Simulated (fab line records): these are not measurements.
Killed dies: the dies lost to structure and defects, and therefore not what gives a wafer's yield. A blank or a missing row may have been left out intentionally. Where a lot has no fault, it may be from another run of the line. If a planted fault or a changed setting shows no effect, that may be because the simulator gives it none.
Problem report, 8D (eight disciplines) form, completed by code / flow n5-finfet / the parts of the form that need people (team, actions taken, sign-off) are left out

== 1. PROBLEM STATEMENT ==
etch-rf-on-time-s at N5_MOL_CONTACT_COAG_ETCH_89 reads a mean of 6.00 s on 2 wafers of 2 lots; wafers without a fault read 10.34 s with a standard deviation of 0.17. Measured from the usual mean, that is -26 standard deviations.
The step: etches underlayer in N2/H2, target depth 13 nm, time 10.4 s.
First observed at day 6 17:25: wafer L283.5, on rie-diel-05. The record has a number at this step for 26 wafers belonging to 9 lots. The rule behind "out" and "out of limits": a value lying over 4 standard deviations away from the usual mean. The rest of the wafers with a number are treated as sound.

== 2. WHAT IT IS, AND WHAT IT ISN'T ==
question=which readings at this step | is=etch-rf-on-time-s, oes-product-au | is not=chamber-pressure-mTorr, drypump-motor-current-A, rf-fwd-power-W, rf-vpp-V, showerhead-plenum-p-Torr, throttle-valve-pct
question=which lots | is=L283, L286 | is not=L277, L281, L292, L294, L297, L298, L299
question=which wafers of those lots | is=L283.5, L286.1 | is not=L283.3, L283.6, L286.3
question=read on which tools | is=rie-diel-05 | is not=rie-diel-01, rie-diel-06
question=when | is=from day 6 17:25 | is not=up to then (8 sound wafers); but 16 sound wafers of L286, L292, L294, L297, L298, L299 came after

== 3. THE SUSPECTS, EACH WITH WHAT RULES IT OUT ==
Counting: if a tool at a process step up to the reading ran every lot that is out, it stays a suspect. Sound lots after the first of them don't rule it out here, since some wafers of a struck lot are sound.
- rie-diel-05 at N5_MOL_CONTACT_COAG_ETCH_89 (etches underlayer in N2/H2, target depth 13 nm, time 10.4 s): kept. Ran every lot that is out, first one L283 (day 6 17:25); last sound lot up to then L281 (day 6 08:01). Its own etch-rf-on-time-s, oes-product-au readings are out on those wafers.
- In rie-diel-05 at N5_MOL_CONTACT_COAG_ETCH_89, the wafers that are out were processed in chamber 1 and their sound lot-mates in chambers 0, 2.
Remaining after the count: rie-diel-05 at N5_MOL_CONTACT_COAG_ETCH_89.

== 4. THE CAUSE (what the simulator had put in) ==
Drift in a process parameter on rie-diel-05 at N5_MOL_CONTACT_COAG_ETCH_89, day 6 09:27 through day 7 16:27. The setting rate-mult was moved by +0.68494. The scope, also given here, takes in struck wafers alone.
Counting left only this tool.

== 5. THE EFFECT CHAIN, in route order ==
Each row: a reading whose mean over the struck wafers that have a number lies more than 3 standard deviations from the usual. Only readings whose record carries a usual standard deviation are examined. hours: median over the lots of the time between each lot's start at the first step of this table that gives one and its start at this step. sigmas: the change, counted in usual standard deviations.
hours=0; step=N5_MOL_CONTACT_COAG_ETCH_89; reading=etch-rf-on-time-s; usual=10.34 s; on struck wafers=6.00; change=-4.34; sigmas=-26
hours=0; step=N5_MOL_CONTACT_COAG_ETCH_89; reading=oes-product-au; usual=0.70 a.u.; on struck wafers=1.14; change=+0.44; sigmas=+5.9
Its process steps:
- N5_MOL_CONTACT_COAG_ETCH_89: etches underlayer in N2/H2, target depth 13 nm, time 10.4 s.
At these later measuring or inspecting steps, every struck wafer for which the step has a row has a number for every such reading, and none has moved that far: N5_MOL_CONTACT_COAG_CD_MEAS_137, N5_BEOL_M4_RC_MEAS_101.

== 6. WHAT WOULD HAVE CAUGHT IT SOONER ==
In this record the first reading out of limits was taken at day 6 17:25, 8 hours after the fault began at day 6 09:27.
